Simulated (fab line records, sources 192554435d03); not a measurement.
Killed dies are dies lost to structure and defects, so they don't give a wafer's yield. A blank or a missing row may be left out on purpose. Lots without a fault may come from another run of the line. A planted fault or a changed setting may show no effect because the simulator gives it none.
One fault seen from 2 desks | flow n5_finfet | each desk has only its own numbers; what lay behind them comes last

THE METROLOGY DESK
What the gauges read, lot by lot, whatever tool the lot ran on: means of the sampled wafers that have a number. A lot is out of limits, marked OUT, if its mean lies more than 4 standard deviations from the usual mean; the brackets give that distance.
Columns: A = cd_nm at N5_PASSIVATION_CD_MEAS_30, usual 4000.4 nm
lot  | first seen here | A
L831 | day 12 17:10    | 3996.5
L834 | day 13 13:41    | 4000.9
L835 | day 13 15:59    | 4000.1
L836 | day 13 19:58    | 3999.7
L839 | day 14 14:44    | 4001.4
L840 | day 14 14:53    | 3998.7
L841 | day 15 02:18    | 4001.3
L842 | day 15 02:35    | 4001.5
L845 | day 15 11:14    | 4002.1
L850 | day 17 06:36    | 3997.5
L853 | day 17 11:22    | 4001.3
This desk's finding: nothing out of limits on any of the 11 lots.

THE TOOL OWNER'S DESK: rie_diel-05
The tool's own readings at N5_MOL_CONTACT_COAG_ETCH_124 (etches SiNx in CH3F/O2, stops on SiOC, target depth 6.5 nm): means of the sampled wafers that have a number, for each lot that ran on this tool. A lot is out of limits, marked OUT, if its mean lies more than 4 standard deviations from the usual mean; the brackets give that distance.
Columns: A = drypump_motor_current_A at N5_MOL_CONTACT_COAG_ETCH_124, usual 5.7 A; B = oes_ar_750_au at N5_MOL_CONTACT_COAG_ETCH_124, usual 0.79 a.u.; C = oes_product_au at N5_MOL_CONTACT_COAG_ETCH_124, usual 0.68 a.u.; D = rf_vpp_V at N5_MOL_CONTACT_COAG_ETCH_124, usual 302 V; E = showerhead_plenum_p_Torr at N5_MOL_CONTACT_COAG_ETCH_124, usual 2.01 Torr; F = throttle_valve_pct at N5_MOL_CONTACT_COAG_ETCH_124, usual 16.4 %
lot  | first seen here | A   | B    | C    | D   | E    | F
L831 | day 5 10:32     | 6.0 | 0.77 | 0.66 | 304 | 2.04 | 16.3
L834 | day 6 08:45     | 5.3 | 0.79 | 0.67 | 298 | 1.94 | 16.2
L839 | day 7 12:17     | 6.0 | 0.93 | 0.81 | 303 | 2.03 | 16.0
L840 | day 7 15:32     | 5.6 | 0.83 | 0.71 | 300 | 1.97 | 16.2
L841 | day 7 22:51     | 5.6 | 0.83 | 0.71 | 300 | 1.97 | 16.2
L842 | day 8 03:20     | 5.1 | 0.80 | 0.69 | 297 | 1.97 | 16.1
L845 | day 8 23:13     | 5.1 | 0.84 | 0.71 | 299 | 2.01 | 16.2
This desk's finding: nothing out of limits on any of the 7 lots.

PUT TOGETHER
The metrology desk saw nothing out of limits.
The tool owner's desk saw nothing out of limits.

WHAT THE SIMULATOR HAD PUT IN
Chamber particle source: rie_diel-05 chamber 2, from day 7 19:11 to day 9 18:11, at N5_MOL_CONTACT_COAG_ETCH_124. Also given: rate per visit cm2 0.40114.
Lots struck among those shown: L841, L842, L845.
